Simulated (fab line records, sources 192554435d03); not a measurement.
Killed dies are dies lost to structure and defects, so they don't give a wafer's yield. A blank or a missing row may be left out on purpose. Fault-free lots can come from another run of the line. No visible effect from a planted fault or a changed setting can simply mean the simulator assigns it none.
Matching of chambers || flow n5_finfet || 3 sister chambers for N5_BEOL_M1_PRE_CLEAN_60 on cvd_co-02
The step time 15 s. 30 wafers are shown with their chamber, then 12 later ones without.

## WAFERS WITH THEIR CHAMBER
{"wafer": "L074.2", "chamber": 0, "heater_power_w (W)": 87}
{"wafer": "L074.5", "chamber": 1, "heater_power_w (W)": 98}
{"wafer": "L074.6", "chamber": 2, "heater_power_w (W)": 66}
{"wafer": "L076.1", "chamber": 2, "heater_power_w (W)": 66}
{"wafer": "L076.3", "chamber": 1, "heater_power_w (W)": 97}
{"wafer": "L076.5", "chamber": 2, "heater_power_w (W)": 65}
{"wafer": "L080.3", "chamber": 0, "heater_power_w (W)": 85}
{"wafer": "L080.4", "chamber": 2, "heater_power_w (W)": 64}
{"wafer": "L080.6", "chamber": 0, "heater_power_w (W)": 86}
{"wafer": "L081.3", "chamber": 1, "heater_power_w (W)": 99}
{"wafer": "L081.4", "chamber": 1, "heater_power_w (W)": 97}
{"wafer": "L081.5", "chamber": 0, "heater_power_w (W)": 87}
{"wafer": "L082.2", "chamber": 0, "heater_power_w (W)": 88}
{"wafer": "L082.3", "chamber": 1, "heater_power_w (W)": 97}
{"wafer": "L082.6", "chamber": 2, "heater_power_w (W)": 66}
{"wafer": "L085.1", "chamber": 1, "heater_power_w (W)": 98}
{"wafer": "L085.3", "chamber": 2, "heater_power_w (W)": 66}
{"wafer": "L085.4", "chamber": 0, "heater_power_w (W)": 86}
{"wafer": "L087.1", "chamber": 1, "heater_power_w (W)": 98}
{"wafer": "L087.4", "chamber": 0, "heater_power_w (W)": 86}
{"wafer": "L087.5", "chamber": 2, "heater_power_w (W)": 67}
{"wafer": "L088.2", "chamber": 1, "heater_power_w (W)": 98}
{"wafer": "L088.5", "chamber": 2, "heater_power_w (W)": 67}
{"wafer": "L088.6", "chamber": 1, "heater_power_w (W)": 99}
{"wafer": "L089.1", "chamber": 1, "heater_power_w (W)": 97}
{"wafer": "L089.4", "chamber": 2, "heater_power_w (W)": 66}
{"wafer": "L089.6", "chamber": 0, "heater_power_w (W)": 87}
{"wafer": "L091.2", "chamber": 1, "heater_power_w (W)": 96}
{"wafer": "L091.5", "chamber": 0, "heater_power_w (W)": 87}
{"wafer": "L091.6", "chamber": 2, "heater_power_w (W)": 65}

SIGNATURES (averages over the wafers above)
{"reading": "heater_power_w", "chamber 0": 86.56, "chamber 1": 97.64, "chamber 2": 65.80, "scatter within a chamber": 0.91}
Rule: for a wafer and a chamber, the distance is found by dividing, reading by reading, the gap between the wafer's reading and the chamber's mean by the reading's scatter, squaring, summing and taking the root. If the next closest chamber is less than 2 further off than the closest, the wafer can't be placed; otherwise it belongs to the closest. The scatter: take each reading less its chamber's mean, square it, sum over the shown wafers, divide by the number of wafers less the number of chambers, and take the root.

## WAFERS WITH NO CHAMBER GIVEN
{"wafer": "L094.1", "heater_power_w (W)": 97}
{"wafer": "L094.4", "heater_power_w (W)": 87}
{"wafer": "L094.5", "heater_power_w (W)": 66}
{"wafer": "L095.1", "heater_power_w (W)": 88}
{"wafer": "L095.3", "heater_power_w (W)": 66}
{"wafer": "L095.4", "heater_power_w (W)": 89}
{"wafer": "L096.3", "heater_power_w (W)": 68}
{"wafer": "L096.4", "heater_power_w (W)": 89}
{"wafer": "L096.6", "heater_power_w (W)": 88}
{"wafer": "L097.2", "heater_power_w (W)": 88}
{"wafer": "L097.3", "heater_power_w (W)": 65}
{"wafer": "L097.5", "heater_power_w (W)": 88}

## THE CHAMBER EACH PASSED THROUGH
{"wafer": "L094.1", "from the rows above": 1, "in truth": 1}
{"wafer": "L094.4", "from the rows above": 0, "in truth": 0}
{"wafer": "L094.5", "from the rows above": 2, "in truth": 2}
{"wafer": "L095.1", "from the rows above": 0, "in truth": 0}
{"wafer": "L095.3", "from the rows above": 2, "in truth": 2}
{"wafer": "L095.4", "from the rows above": 0, "in truth": 0}
{"wafer": "L096.3", "from the rows above": 2, "in truth": 2}
{"wafer": "L096.4", "from the rows above": 0, "in truth": 0}
{"wafer": "L096.6", "from the rows above": 0, "in truth": 0}
{"wafer": "L097.2", "from the rows above": 0, "in truth": 0}
{"wafer": "L097.3", "from the rows above": 2, "in truth": 2}
{"wafer": "L097.5", "from the rows above": 0, "in truth": 0}
Correct placement for 12 of the 12. Left unplaced by these rows: 0. 0 placed wrongly.
